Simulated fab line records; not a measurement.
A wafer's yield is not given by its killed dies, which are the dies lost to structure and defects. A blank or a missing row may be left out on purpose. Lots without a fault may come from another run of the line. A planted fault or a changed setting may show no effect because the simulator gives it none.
fab line records	flow n5Finfet
record: lots: 5	wafers: 15	lastDay: 17
route steps=1938 shown BEOL_M15@1811
lots untouched by any fault: they come from a run of this same line in which no faults occurred
startH: hours from the record's first day to the start of the lot's first wafer shown	waitH: hours from the lot's prior step to this one	" identical to the entry in the row above	L1.1+2: a single row standing in for several wafers	- either no value or no given start	* or withheld: withheld	< > ~ a bound
route shown NAME@n: NAME is a module with steps in the file, n the number in the route of the first one	usual: mean and standard deviation over wafers with no fault	same: alike in all rows	chamber/n: place in a boat	sites: the reading at each site	_std_site: their standard deviation	_edge_site: inner sites' mean taken away from outer sites' mean	radiusMm: how far each site lies from the wafer's centre	mask NAME#n: copy n	behind: the most recent tool/chamber to have shaped the wafer	hold: what put the lot on hold/how long, in hours/how the hold closed	device: whichever transistor did not switch (one of n, p or np)	end of line: the tests these same wafers got at the end of their route	where a step has no rows: the recipe by itself	killed: dies that structure and defects cost at the first sort, which is not the same as the wafer's yield	map: dies across one wafer; x = killed, . = not, _ = none there
set.NAME: the setting the step ran with; set.NAME@STEP: the setting that earlier step ran with	model.NAME: the simulator's own value behind a step, which no gauge read
lots at selected steps of the route; one table per step, one row per wafer
services: when a tool's chamber went out of use (startH, in hours from the record's first day, below 0 if earlier), for how many hours, and the reason
== steps ==
step: N5_BEOL_M15_STRIP_36
recipe: chemistry: O2	powerW: 600	tempC: 60	pressureMtorr: 30	rfFrequencyHz: 6e+07	biasPowerW: 0	overashFraction: 0.3	o2FlowSccm: 225
usual: drypumpMotorCurrentA: 5.9/0.71	oesProductAu: 0.75/0.054	rfVppV: 3.6/0.89	showerheadPlenumPTorr: 2.08/0.059	throttleValvePct: 16.61/0.2
lot.wafer	tool	chamber	startH	waitH	drypumpMotorCurrentA	oesProductAu	rfHoursCounterH	rfVppV	showerheadPlenumPTorr	throttleValvePct
L079.3	rieDiel-04	0	292.32	0.2	5.4	0.70	220	5.7	2.17	16.72
L079.5	"	1	"	"	4.7	0.71	-	5.3	2.17	16.61
L079.6	"	2	"	"	6.5	0.83	-	3.2	2.06	16.46
L081.1	rieDiel-03	0	304.40	1.4	6.4	0.78	124	3.2	2.10	16.51
L081.3	"	2	"	"	6.6	0.73	209	3.6	2.01	16.92
L081.5	"	1	"	"	5.3	0.81	-	2.7	2.12	16.23
L080.2	rieDiel-01	1	319.24	1.0	4.8	0.67	235	3.3	1.98	16.75
L080.4	"	3	"	"	6.4	0.84	75	3.0	2.04	16.61
L080.5	"	2	"	"	5.2	0.69	-	2.9	2.06	16.39
L086.2	rieDiel-04	0	352.72	0.7	5.4	0.70	234	2.5	2.16	16.72
L086.4	"	3	"	"	6.8	0.79	110	3.6	2.03	16.65
L086.6	"	0	"	"	5.4	0.70	-	3.3	2.16	16.74
L094.2	rieDiel-03	1	385.99	2.3	5.3	0.77	105	4.0	2.11	16.28
L094.3	"	0	"	"	6.4	0.74	153	3.3	2.09	16.59
L094.5	"	0	"	"	6.4	0.75	-	3.8	2.09	16.57
step: N5_BEOL_M15_STRIP_62
recipe: chemistry: O2	powerW: 600	tempC: 60	pressureMtorr: 30	rfFrequencyHz: 6e+07	biasPowerW: 0	overashFraction: 0.3	o2FlowSccm: 225
usual: drypumpMotorCurrentA: 5.9/0.71	oesProductAu: 0.75/0.053	rfVppV: 3.7/0.48	showerheadPlenumPTorr: 2.08/0.059	throttleValvePct: 16.61/0.2
lot.wafer	tool	chamber	startH	waitH	drypumpMotorCurrentA	oesProductAu	rfHoursCounterH	rfVppV	showerheadPlenumPTorr	throttleValvePct
L079.3	rieDiel-04	0	-	-	5.4	0.71	220	3.5	2.17	16.72
L079.5	"	1	"	"	4.7	0.72	-	4.1	2.17	16.61
L079.6	"	2	"	"	6.5	0.84	-	3.9	2.06	16.47
L081.1	rieDiel-03	0	-	-	6.4	0.78	124	4.1	2.10	16.50
L081.3	"	2	"	"	6.6	0.73	209	4.0	2.01	16.92
L081.5	"	1	"	"	5.4	0.80	-	3.7	2.12	16.23
L080.2	rieDiel-01	1	-	-	4.9	0.67	235	3.6	1.98	16.77
L080.4	"	3	"	"	6.4	0.82	75	3.8	2.04	16.63
L080.5	"	2	"	"	5.2	0.69	-	3.1	2.06	16.39
L086.2	rieDiel-04	0	-	-	5.4	0.70	234	3.5	2.16	16.73
L086.4	"	3	"	"	6.7	0.79	110	3.5	2.03	16.64
L086.6	"	0	"	"	5.4	0.69	-	3.9	2.16	16.73
L094.2	rieDiel-03	1	-	-	5.3	0.76	105	3.7	2.11	16.30
L094.3	"	0	"	"	6.4	0.75	153	4.3	2.09	16.56
L094.5	"	0	"	"	6.4	0.76	-	3.2	2.09	16.57
step: N5_BEOL_M15_STRIP_37
recipe: chemistry: O2	powerW: 600	tempC: 60	pressureMtorr: 30	rfFrequencyHz: 6e+07	biasPowerW: 0	overashFraction: 0.3	o2FlowSccm: 225
usual: drypumpMotorCurrentA: 5.9/0.71	oesProductAu: 0.75/0.052	rfVppV: 3.6/0.59	showerheadPlenumPTorr: 2.08/0.059	throttleValvePct: 16.61/0.2
lot.wafer	tool	chamber	startH	waitH	drypumpMotorCurrentA	oesProductAu	rfHoursCounterH	rfVppV	showerheadPlenumPTorr	throttleValvePct
L079.3	rieDiel-04	0	-	-	5.4	0.70	220	3.7	2.17	16.71
L079.5	"	1	"	"	4.7	0.71	-	2.8	2.17	16.61
L079.6	"	2	"	"	6.5	0.84	-	3.1	2.06	16.49
L081.1	rieDiel-03	0	-	-	6.4	0.78	124	3.4	2.10	16.51
L081.3	"	2	"	"	6.6	0.74	209	3.8	2.01	16.91
L081.5	"	1	"	"	5.3	0.81	-	3.0	2.12	16.22
L080.2	rieDiel-01	1	-	-	4.9	0.67	235	2.6	1.98	16.77
L080.4	"	3	"	"	6.4	0.83	76	4.5	2.04	16.63
L080.5	"	2	"	"	5.2	0.69	-	3.4	2.06	16.41
L086.2	rieDiel-04	0	-	-	5.4	0.70	234	3.3	2.16	16.73
L086.4	"	3	"	"	6.7	0.79	110	3.3	2.03	16.65
L086.6	"	0	"	"	5.4	0.69	-	2.9	2.16	16.72
L094.2	rieDiel-03	1	-	-	5.3	0.78	105	3.3	2.11	16.30
L094.3	"	0	"	"	6.4	0.75	153	3.1	2.09	16.59
L094.5	"	0	"	"	6.4	0.75	-	3.2	2.09	16.57
step: N5_BEOL_M15_ETCH_38
recipe: chemistry: CF4/N2	target: SiCN	targetDepthA: 1064	taperDeg: 2	timeS: 120.5	ionEnergyEv: 150	maskMaterial: SiO2	pressureMtorr: 40	sourceW: 430	biasW: 70	Ar_flow_sccm: 100	cf4FlowSccm: 60	n2FlowSccm: 60
usual: drypumpMotorCurrentA: 5.9/0.71	oesProductAu: 0.74/0.051	rfVppV: 381.7/1.7	showerheadPlenumPTorr: 2.18/0.063	throttleValvePct: 15.37/0.2
lot.wafer	tool	chamber	startH	waitH	drypumpMotorCurrentA	oesProductAu	rfHoursCounterH	rfVppV	showerheadPlenumPTorr	throttleValvePct
L079.3	rieDiel-04	0	-	-	5.4	0.69	220	383.3	2.26	15.42
L079.5	"	1	"	"	4.7	0.72	-	383.0	2.28	15.36
L079.6	"	2	"	"	6.5	0.83	-	380.9	2.14	15.09
L081.1	rieDiel-03	0	-	-	6.4	0.75	124	383.9	2.20	15.27
L081.3	"	2	"	"	6.6	0.73	209	380.2	2.09	15.58
L081.5	"	1	"	"	5.3	0.80	-	383.3	2.23	15.01
L080.2	rieDiel-01	1	-	-	4.9	0.66	236	379.9	2.09	15.58
L080.4	"	3	"	"	6.4	0.82	76	380.7	2.16	15.40
L080.5	"	2	"	"	5.2	0.68	-	382.1	2.19	15.27
L086.2	rieDiel-04	0	-	-	5.3	0.68	234	384.2	2.26	15.45
L086.4	"	3	"	"	6.8	0.77	110	380.1	2.14	15.42
L086.6	"	0	"	"	5.4	0.67	-	383.9	2.26	15.47
L094.2	rieDiel-03	1	-	-	5.3	0.77	105	382.4	2.22	15.07
L094.3	"	0	"	"	6.4	0.72	153	381.6	2.19	15.32
L094.5	"	0	"	"	6.4	0.73	-	381.8	2.19	15.33
step: N5_BEOL_M15_PRECLEAN_39
recipe: chemistry: residueRemover	timeS: 60	tempC: 40
lot.wafer	tool	chamber	startH	waitH
L079.3+5+6	wetBench-02	3,2,1	292.59	-
L081.1+3+5	wetBench-05	6,3,4	304.67	-
L080.2+4+5	wetBench-02	2,6,4	319.52	-
L086.2+4+6	wetBench-05	1,4,7	352.99	-
L094.2+3+5	wetBench-06	1,2,3	386.27	-
step: N5_BEOL_M15_SRD_40
recipe: timeS: 30	tempC: 23	rinseLiquid: diw	dry: n2Spin	spinRpm: 1500	dryTimeS: 30
lot.wafer	tool	chamber	startH	waitH
L079.3+5+6	wetBench-02	3,2,1	292.61	0.0
L081.1+3+5	wetBench-05	6,3,4	304.69	0.0
L080.2+4+5	wetBench-02	2,6,4	319.54	0.0
L086.2+4+6	wetBench-05	1,4,7	353.01	0.0
L094.2+3+5	wetBench-06	1,2,3	386.29	0.0
step: N5_BEOL_M15_DEGAS_41
recipe: ambient: vacuum	tempC: 300	timeS: 60
usual: heaterPowerW: 471/39
lot.wafer	tool	chamber	startH	waitH	heaterPowerW
L079.3	pvdSputter-02	-	293.83	1.2	505
L079.5	"	-	"	"	472
L079.6	"	-	"	"	477
L081.1	pvdSputter-03	-	304.91	0.2	489
L081.3	"	-	"	"	413
L081.5	"	-	"	"	486
L080.2	pvdSputter-02	-	319.96	0.4	470
L080.4	"	-	"	"	481
L080.5	"	-	"	"	488
L086.2	pvdSputter-03	-	353.24	0.2	466
L086.4	"	-	"	"	508
L086.6	"	-	"	"	487
L094.2	pvdSputter-03	-	386.79	0.5	483
L094.3	"	-	"	"	467
L094.5	"	-	"	"	473
step: N5_BEOL_M15_PRE_CLEAN_42
recipe: gas: H2/He	timeS: 30	tempC: 300
usual: heaterPowerW: 470/39
lot.wafer	tool	chamber	startH	waitH	heaterPowerW
L079.3	pvdSputter-02	-	293.88	0.0	495
L079.5	"	-	"	"	472
L079.6	"	-	"	"	489
L081.1	pvdSputter-03	-	304.95	0.0	487
L081.3	"	-	"	"	403
L081.5	"	-	"	"	474
L080.2	pvdSputter-02	-	320.00	0.0	461
L080.4	"	-	"	"	475
L080.5	"	-	"	"	486
L086.2	pvdSputter-03	-	353.28	0.0	483
L086.4	"	-	"	"	514
L086.6	"	-	"	"	482
L094.2	pvdSputter-03	-	386.83	0.0	471
L094.3	"	-	"	"	469
L094.5	"	-	"	"	467
step: N5_BEOL_M15_SPUTTER_43
recipe: material: TaN	targetThkA: 150	tempC: 50	biasV: 168.6	powerW: 15000	chamberPressurePa: 0.12	timeS: 24.19
usual: biasV: 168.5/1.6	cathodeDcPowerW: 15000/2.7	throttleValvePct: 30.1/1
lot.wafer	tool	chamber	startH	waitH	biasV	cathodeDcPowerW	throttleValvePct
L079.3	pvdSputter-02	-	293.92	0.0	168.5	15002	30.1
L079.5	"	-	"	"	168.0	14998	29.7
L079.6	"	-	"	"	169.7	14998	31.8
L081.1	pvdSputter-03	-	304.99	0.0	167.3	15003	30.2
L081.3	"	-	"	"	168.1	14998	30.3
L081.5	"	-	"	"	167.5	15006	30.1
L080.2	pvdSputter-02	-	320.04	0.0	167.9	14998	29.8
L080.4	"	-	"	"	171.6	15000	31.8
L080.5	"	-	"	"	168.8	15000	31.6
L086.2	pvdSputter-03	-	353.32	0.0	172.7	15001	30.1
L086.4	"	-	"	"	167.5	14998	31.6
L086.6	"	-	"	"	170.2	14999	30.0
L094.2	pvdSputter-03	-	386.87	0.0	167.3	14998	30.2
L094.3	"	-	"	"	171.4	15003	28.7
L094.5	"	-	"	"	171.0	15003	28.7
step: N5_BEOL_M15_SPUTTER_44
recipe: material: Ta	targetThkA: 150	tempC: 50	biasV: 80	powerW: 15000	chamberPressurePa: 0.07	timeS: 24.19
usual: biasV: 80.0/0.81	cathodeDcPowerW: 15000/2.9	throttleValvePct: 30.0/1
lot.wafer	tool	chamber	startH	waitH	biasV	cathodeDcPowerW	throttleValvePct
L079.3	pvdSputter-02	-	294.01	0.0	80.7	14994	29.8
L079.5	"	-	"	"	79.9	14997	29.6
L079.6	"	-	"	"	80.1	14996	31.6
L081.1	pvdSputter-03	-	305.07	0.0	80.0	15004	30.2
L081.3	"	-	"	"	78.9	15000	30.1
L081.5	"	-	"	"	79.7	15003	30.2
L080.2	pvdSputter-02	-	320.12	0.0	80.7	15002	29.7
L080.4	"	-	"	"	79.3	15000	31.8
L080.5	"	-	"	"	79.8	15001	31.9
L086.2	pvdSputter-03	-	353.40	0.0	80.6	15003	29.9
L086.4	"	-	"	"	81.1	15004	31.2
L086.6	"	-	"	"	80.5	14997	30.1
L094.2	pvdSputter-03	-	386.95	0.0	80.4	14998	30.1
L094.3	"	-	"	"	78.8	15005	29.0
L094.5	"	-	"	"	78.5	14997	28.8
step: N5_BEOL_M15_SPUTTER_45
recipe: material: Cu	targetThkA: 1000	tempC: -20	biasV: 60	powerW: 26000	chamberPressurePa: 0.13	timeS: 16.67
usual: biasV: 60.0/0.61	cathodeDcPowerW: 26001/4.5	throttleValvePct: 30.1/1
lot.wafer	tool	chamber	startH	waitH	biasV	cathodeDcPowerW	throttleValvePct
L079.3	pvdSputter-02	-	294.09	0.0	60.9	25999	30.2
L079.5	"	-	"	"	60.2	26001	29.8
L079.6	"	-	"	"	59.1	25996	31.6
L081.1	pvdSputter-03	-	305.15	0.0	60.4	25994	30.0
L081.3	"	-	"	"	59.9	25996	30.0
L081.5	"	-	"	"	60.8	26008	30.0
L080.2	pvdSputter-02	-	320.20	0.0	59.6	26001	29.8
L080.4	"	-	"	"	60.3	26001	31.7
L080.5	"	-	"	"	60.0	25992	31.6
L086.2	pvdSputter-03	-	353.48	0.0	58.9	26015	30.2
L086.4	"	-	"	"	59.8	26004	31.5
L086.6	"	-	"	"	59.2	25995	30.2
L094.2	pvdSputter-03	-	387.03	0.0	61.2	26010	30.2
L094.3	"	-	"	"	60.7	25996	28.7
L094.5	"	-	"	"	59.7	26003	28.8
step: N5_BEOL_M15_ECD_47
recipe: material: Cu	targetThkA: 18600
lot.wafer	tool	chamber	startH	waitH
L079.3+5+6	ecdCu-01	0,0,1	294.29	0.2
L081.1+3+5	ecdCu-02	1,0,0	305.27	0.1
L080.2+4+5	ecdCu-01	0,1,0	320.32	0.1
L086.2+4+6	ecdCu-01	0,1,0	353.59	0.1
L094.2+3+5	ecdCu-02	1	387.14	0.1
step: N5_BEOL_M15_ANNEAL_48
recipe: tempC: 225	timeS: 90	ambient: N2
usual: wafer_temp_C_max: 225.84/0.24
lot.wafer	tool	chamber	startH	waitH	wafer_temp_C_max
L079.3	rtpAnneal-02	0	294.55	0.2	226.16
L079.5	"	0	"	"	225.68
L079.6	"	0	"	"	226.01
L081.1	rtpAnneal-01	0	305.72	0.4	226.30
L081.3	"	0	"	"	225.90
L081.5	"	0	"	"	225.78
L080.2	rtpAnneal-02	0	320.60	0.2	225.73
L080.4	"	0	"	"	225.71
L080.5	"	0	"	"	226.24
L086.2	rtpAnneal-01	0	354.03	0.4	226.51
L086.4	"	0	"	"	226.00
L086.6	"	0	"	"	226.09
L094.2	rtpAnneal-02	0	387.52	0.3	225.69
L094.3	"	0	"	"	225.79
L094.5	"	0	"	"	225.81
step: N5_BEOL_M15_CMP_49
recipe: stopOn: SiO2	tOverpolishS: 4.9	downForcePsi: 2	platenRpm: 80	clearingPlatenDownForcePsi: 2	clearingPlatenRpm: 80	postCmpClean: cuAlkaline	targetThkNm: 850	clearingPlatenPadVelocityMS: 1.5917	padVelocityMS: 1.5917
usual: barrierFieldEndpointS: 11.35/0.27	headPressurePsi: 1.999/0.0045	motorCurrentA: 7.5/0.97	overpolishRunS: 4.900/0.0095	slurryFlowMlMin: 150.0/0.46
lot.wafer	tool	chamber	startH	waitH	barrierFieldEndpointS	headPressurePsi	motorCurrentA	overpolishRunS	slurryFlowMlMin
L079.3	cmp-01	0	294.76	0.2	11.23	2.000	10.5	4.906	149.8
L079.5	"	0	"	"	11.01	1.998	10.1	4.908	149.2
L079.6	"	1	"	"	11.44	2.007	8.2	4.903	150.3
L081.3	cmp-03	3	306.07	0.2	11.24	2.003	8.5	4.880	149.1
L081.1	"	0	"	"	11.45	2.003	6.6	4.908	150.2
L081.5	"	2	"	"	11.60	1.999	7.2	4.905	150.1
L080.4	cmp-03	1	320.86	0.1	11.66	2.001	6.8	4.905	150.3
L080.2	"	0	"	"	10.96	2.000	6.7	4.896	150.7
L080.5	"	1	"	"	11.48	1.999	6.5	4.913	149.7
L086.4	cmp-01	3	354.28	0.1	11.05	1.997	7.7	4.909	149.8
L086.2	"	0	"	"	11.12	1.999	10.1	4.895	149.9
L086.6	"	0	"	"	11.42	2.003	10.0	4.900	150.2
L094.3	cmp-03	3	387.81	0.2	11.38	1.995	8.2	4.895	151.0
L094.2	"	1	"	"	11.64	2.002	7.1	4.886	149.8
L094.5	"	3	"	"	11.54	1.989	8.6	4.899	150.1
step: N5_BEOL_M15_THK_MEAS_50
recipe: thkMeasGauge: xrf	reads: Cu_of_BEOL_M15_ECD_47
usual: M15_THK: 840/15
lot.wafer	tool	chamber	startH	waitH	M15_THK[nm]
L079.3	filmMetro-02	-	295.05	-	833
L079.5	"	-	"	"	837
L079.6	"	-	"	"	844
L081.1	filmMetro-02	-	306.32	-	849
L081.3	"	-	"	"	819
L081.5	"	-	"	"	855
L080.2	filmMetro-02	-	321.15	-	826
L080.4	"	-	"	"	833
L080.5	"	-	"	"	822
L086.2	filmMetro-02	-	354.58	-	844
L086.4	"	-	"	"	852
L086.6	"	-	"	"	832
L094.2	filmMetro-02	-	388.06	-	813
L094.3	"	-	"	"	863
L094.5	"	-	"	"	814
== services ==
tool	chamber	startH	hours	kind
rieDiel-03	1	292.57	11.4	repair
cmp-01	-	305.18	1.3	repair
rieDiel-04	-	307.34	1.1	repair
rtpAnneal-01	-	323.25	10.9	pm
ecdCu-02	-	328.44	2.3	repair
rieDiel-03	3	329.30	4.3	repair
rieDiel-04	3	332.64	7.5	repair
rieDiel-04	0	334.08	6.7	repair
rieDiel-03	3	348.00	1.3	repair
cmp-03	-	356.08	2.3	repair
wetBench-06	-	359.50	3.6	repair
rieDiel-03	3	361.07	-	clean
rieDiel-03	3	361.07	-	consumableReplace:focusRing
rieDiel-03	3	361.07	29.4	scheduledDown
rieDiel-03	3	361.07	29.4	ventCycle
ecdCu-02	-	364.83	3.5	pm
wetBench-02	-	367.10	0.6	repair
rieDiel-01	1	372.75	-	clean
rieDiel-01	1	372.75	-	consumableReplace:focusRing
rieDiel-01	1	372.75	-	consumableReplace:showerhead
rieDiel-01	1	372.75	22.7	scheduledDown
rieDiel-01	1	372.75	22.7	ventCycle
rieDiel-01	3	380.65	7.9	repair
== key ==
fault none
